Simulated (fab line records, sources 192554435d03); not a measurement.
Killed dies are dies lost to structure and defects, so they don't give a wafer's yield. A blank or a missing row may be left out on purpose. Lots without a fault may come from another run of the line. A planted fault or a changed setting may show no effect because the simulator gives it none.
Which tool did it? | flow n5_finfet | 10 lots, 30 wafers sampled, at 5 steps of a route of 1938

WHAT THE GAUGES READ, wafer by wafer
N5_HKMG_FIN_CD_MEAS_12: target cd 92.8 nm. Usual: cd_nm 92.5 nm, standard deviation 0.53.
lot  | measured    | on        | cd_nm (nm)     | flag
L273 | day 4 19:21 | cd_sem-03 | 92.4 92.6 93.2 |
L274 | day 5 02:37 | cd_sem-02 | 92.1 92.7 92.0 |
L275 | day 5 05:35 | cd_sem-03 | 92.0 92.5 92.8 |
L285 | day 7 19:59 | cd_sem-01 | 91.2 92.1 91.1 |
L286 | day 7 23:10 | cd_sem-02 | 93.3 92.8 92.8 |
L287 | day 8 06:41 | cd_sem-02 | 92.3 92.2 92.0 |
L288 | day 8 09:21 | cd_sem-03 | 92.1 92.6 92.2 |
L289 | day 8 23:25 | cd_sem-01 | 91.9 91.8 91.9 |
L290 | day 9 01:42 | cd_sem-02 | 92.3 92.6 92.1 |
L292 | day 9 11:35 | cd_sem-02 | 92.3 92.4 92.6 |

N5_BEOL_M4_RC_MEAS_101. Usual: DIBL_N 37.0 mV/V, standard deviation 1.7; DIBL_P 36.7 mV/V, standard deviation 2; IOFF_N 0.17 nA/um, standard deviation 0.035; IOFF_P 0.22 nA/um, standard deviation 0.035; ION_N 672 uA/um, standard deviation 12; ION_P 461 uA/um, standard deviation 7.5; SS_N 71.6 mV/dec, standard deviation 0.67; SS_P 73.4 mV/dec, standard deviation 0.64; VT_N 250 mV, standard deviation 3.5; VT_P -250 mV, standard deviation 3.5.
lot  | measured     | on        | DIBL_N (mV/V)  | DIBL_P (mV/V)  | IOFF_N (nA/um) | IOFF_P (nA/um) | ION_N (uA/um) | ION_P (uA/um) | SS_N (mV/dec)  | SS_P (mV/dec)  | VT_N (mV)   | VT_P (mV)      | flag
L273 | day 8 08:05  | prober-01 | 38.7 37.0 35.7 | 41.7 39.1 36.9 | 0.22 0.16 0.14 | 0.27 0.20 0.18 | 674 664 645   | 463 454 445   | 72.6 73.0 72.5 | 75.0 73.4 73.1 | 248 254 256 | -248 -251 -253 |
L285 | day 11 07:40 | prober-02 | 34.9 34.1 34.5 | 35.6 33.8 35.1 | 0.14 0.11 0.13 | 0.21 0.17 0.20 | 669 648 661   | 461 449 462   | 70.5 70.7 70.4 | 73.5 73.0 73.3 | 251 256 252 | -250 -253 -249 |
L286 | day 11 10:03 | prober-02 | 37.9 37.5 35.4 | 37.6 37.4 35.6 | 0.20 0.17 0.14 | 0.24 0.24 0.21 | 662 668 665   | 461 462 464   | 72.1 71.8 71.1 | 73.2 73.2 73.1 | 247 249 251 | -247 -250 -249 |
L287 | day 11 17:05 | prober-02 | 36.5 37.1 41.1 | 36.5 36.3 40.7 | 0.17 0.16 0.27 | 0.24 0.23 0.32 | 683 679 688   | 469 467 470   | 71.2 70.8 72.2 | 73.5 72.1 74.2 | 249 248 241 | -243 -248 -242 |
L288 | day 11 21:56 | prober-02 | 40.4 37.3 37.1 | 40.5 37.0 36.6 | 0.25 0.17 0.18 | 0.31 0.24 0.23 | 683 676 690   | 471 465 467   | 73.2 71.6 71.2 | 74.2 73.6 73.9 | 244 245 246 | -245 -248 -247 |
L289 | day 13 09:46 | prober-02 | 39.9 38.7 39.5 | 39.9 39.0 38.5 | 0.24 0.21 0.21 | 0.27 0.25 0.24 | 683 677 681   | 455 454 461   | 72.4 71.9 71.9 | 74.1 74.2 73.4 | 244 246 247 | -247 -249 -253 |
L290 | day 13 08:39 | prober-01 | 39.6 37.1 37.6 | 42.4 39.0 39.3 | 0.21 0.16 0.15 | 0.29 0.22 0.22 | 678 670 666   | 466 467 452   | 72.8 71.3 72.0 | 73.9 73.5 73.6 | 247 250 251 | -248 -248 -249 |
L292 | day 13 14:22 | prober-02 | 36.6 39.4 38.0 | 36.8 40.1 38.7 | 0.13 0.18 0.15 | 0.17 0.21 0.19 | 658 662 664   | 447 452 454   | 71.6 72.6 71.6 | 73.4 73.8 74.3 | 256 249 253 | -257 -251 -254 |

WHICH TOOL RAN EACH LOT (tool, then ch and the chambers of the sampled wafers, then the start)
lot  | N5_HKMG_FIN_WET_ETCH_87            | N5_HKMG_FIN_STRIP_90              | N5_HKMG_FIN_ETCHBACK_68
L273 | wet_bench-02 ch 2,4,7, day 4 21:50 | rie_diel-03 ch 0,2,3, day 4 23:00 | rie_metal-03 ch 0,1, day 4 23:12
L274 | wet_bench-02 ch 4,6,7, day 5 05:03 | rie_diel-01 ch 0,1, day 5 06:14   | rie_metal-01 ch 0,1, day 5 06:23
L275 | wet_bench-05 ch 1,3,6, day 5 07:23 | rie_diel-03 ch 0,2,3, day 5 08:27 | rie_metal-02 ch 0,1, day 5 08:41
L285 | wet_bench-05 ch 0,3,4, day 7 21:43 | rie_diel-05 ch 0,1,3, day 7 22:43 | rie_metal-03 ch 0,1, day 7 22:52
L286 | wet_bench-01 ch 1,3,4, day 8 00:44 | rie_diel-03 ch 0,2,3, day 8 01:43 | rie_metal-03 ch 0,1, day 8 01:52
L287 | wet_bench-05 ch 0,3,5, day 8 08:16 | rie_diel-05 ch 1,2,3, day 8 09:14 | rie_metal-02 ch 0,1, day 8 09:26
L288 | wet_bench-02 ch 3,4,5, day 8 10:55 | rie_diel-01 ch 0,1,2, day 8 11:55 | rie_metal-01 ch 0,1, day 8 12:07
L289 | wet_bench-02 ch 3,5,6, day 9 00:58 | rie_diel-03 ch 1,2,3, day 9 01:57 | rie_metal-02 ch 0,1, day 9 02:09
L290 | wet_bench-02 ch 3,4,7, day 9 03:16 | rie_diel-01 ch 0,1,3, day 9 04:20 | rie_metal-02 ch 0,1, day 9 04:30
L292 | wet_bench-01 ch 2,6,7, day 9 13:35 | rie_diel-05 ch 0,1,3, day 9 14:34 | rie_metal-03 ch 0,1, day 9 14:44
- N5_HKMG_FIN_WET_ETCH_87: etches TiN in SC1, time 154.2 s, target depth 4.7 nm, rinse time 30 s.
- N5_HKMG_FIN_STRIP_90: strips SOC in N2/H2, time 20 s.
- N5_HKMG_FIN_ETCHBACK_68: etches the open film in Cl2/Ar, stops on HfO2, target depth 0.5 nm.

WHAT THE TOOLS THEMSELVES READ (means of the sampled wafers that have a number; where no wafer has one, the mark that the record gives instead)
N5_HKMG_FIN_WET_ETCH_87. Usual: bath_guard_temp_C 49.9 C, standard deviation 0.49; bath_heat_duty_pct 7.0 %, standard deviation 0.84.
lot  | tool         | bath_guard_temp_C (C) | bath_heat_duty_pct (%) | flag
L273 | wet_bench-02 | 49.6                  | 7.9                    |
L274 | wet_bench-02 | -                     | -                      | OFF
L275 | wet_bench-05 | -                     | -                      | OFF
L285 | wet_bench-05 | 49.8                  | 6.6                    |
L286 | wet_bench-01 | 50.6                  | 6.5                    |
L287 | wet_bench-05 | 49.8                  | 6.6                    |
L288 | wet_bench-02 | 49.3                  | 7.6                    |
L289 | wet_bench-02 | 49.8                  | 7.1                    |
L290 | wet_bench-02 | 49.5                  | 7.4                    |
L292 | wet_bench-01 | 49.8                  | 7.1                    |

N5_HKMG_FIN_STRIP_90. Usual: drypump_motor_current_A 5.8 A, standard deviation 0.47; oes_product_au 0.77 a.u., standard deviation 0.082; rf_vpp_V 54.3 V, standard deviation 0.81; showerhead_plenum_p_Torr 3.46 Torr, standard deviation 0.066; throttle_valve_pct 19.0 %, standard deviation 0.3.
lot  | tool        | drypump_motor_current_A (A) | oes_product_au (a.u.) | rf_vpp_V (V) | showerhead_plenum_p_Torr (Torr) | throttle_valve_pct (%) | flag
L273 | rie_diel-03 | 5.5                         | 0.79                  | 54.7         | 3.52                            | 19.0                   |
L274 | rie_diel-01 | 6.2                         | 0.78                  | 54.1         | 3.51                            | 19.0                   |
L275 | rie_diel-03 | 5.5                         | 0.78                  | 53.8         | 3.52                            | 19.0                   |
L285 | rie_diel-05 | 5.8                         | 0.72                  | 54.2         | 3.38                            | 19.3                   |
L286 | rie_diel-03 | 5.5                         | 0.76                  | 55.0         | 3.51                            | 19.0                   |
L287 | rie_diel-05 | 5.6                         | 0.71                  | 53.7         | 3.37                            | 19.4                   |
L288 | rie_diel-01 | 5.8                         | 0.83                  | 54.6         | 3.48                            | 19.0                   |
L289 | rie_diel-03 | 5.3                         | 0.74                  | 53.7         | 3.45                            | 19.0                   |
L290 | rie_diel-01 | 6.1                         | 0.74                  | 53.9         | 3.48                            | 18.9                   |
L292 | rie_diel-05 | 5.8                         | 0.71                  | 54.0         | 3.37                            | 19.3                   |

N5_HKMG_FIN_ETCHBACK_68. Usual: drypump_motor_current_A 6.0 A, standard deviation 0.45; oes_product_au 0.75 a.u., standard deviation 0.076; throttle_valve_pct 20.93 %, standard deviation 0.3.
lot  | tool         | drypump_motor_current_A (A) | oes_product_au (a.u.) | throttle_valve_pct (%) | flag
L273 | rie_metal-03 | 5.9                         | 0.75                  | 20.96                  |
L274 | rie_metal-01 | 5.9                         | 0.68                  | 21.24                  |
L275 | rie_metal-02 | 6.0                         | 0.84                  | 20.63                  |
L285 | rie_metal-03 | 6.2                         | 0.74                  | 21.06                  |
L286 | rie_metal-03 | 6.2                         | 0.75                  | 21.05                  |
L287 | rie_metal-02 | 6.2                         | 0.76                  | 20.58                  |
L288 | rie_metal-01 | 5.9                         | 0.64                  | 21.34                  |
L289 | rie_metal-02 | 6.2                         | 0.75                  | 20.59                  |
L290 | rie_metal-02 | 6.2                         | 0.75                  | 20.59                  |
L292 | rie_metal-03 | 6.2                         | 0.74                  | 21.07                  |

THE ANSWER, worked out from the rows above alone
Rule: a lot is off if the mean of its wafers that have a number lies more than 3 standard deviations from the usual mean. A lot without any number at a reading at which 4 lots or more have one is off too. The other lots that the step has rows for count as sound. The gauges are gone through in route order, then the tools' own readings, and for those a lot's mean is taken as printed above. The first step at which some lot is off is used, and at that step the reading that is off furthest; a lot without a number counts as furthest.
Off: L274, L275, at N5_HKMG_FIN_WET_ETCH_87 (bath_guard_temp_C). Without a number there: L274, L275.
A tool fits if, at that step or a process step before it, it ran every lot that is off, and no sound lot after the first of them. None of those tried fits.

WHAT THE SIMULATOR HAD PUT IN
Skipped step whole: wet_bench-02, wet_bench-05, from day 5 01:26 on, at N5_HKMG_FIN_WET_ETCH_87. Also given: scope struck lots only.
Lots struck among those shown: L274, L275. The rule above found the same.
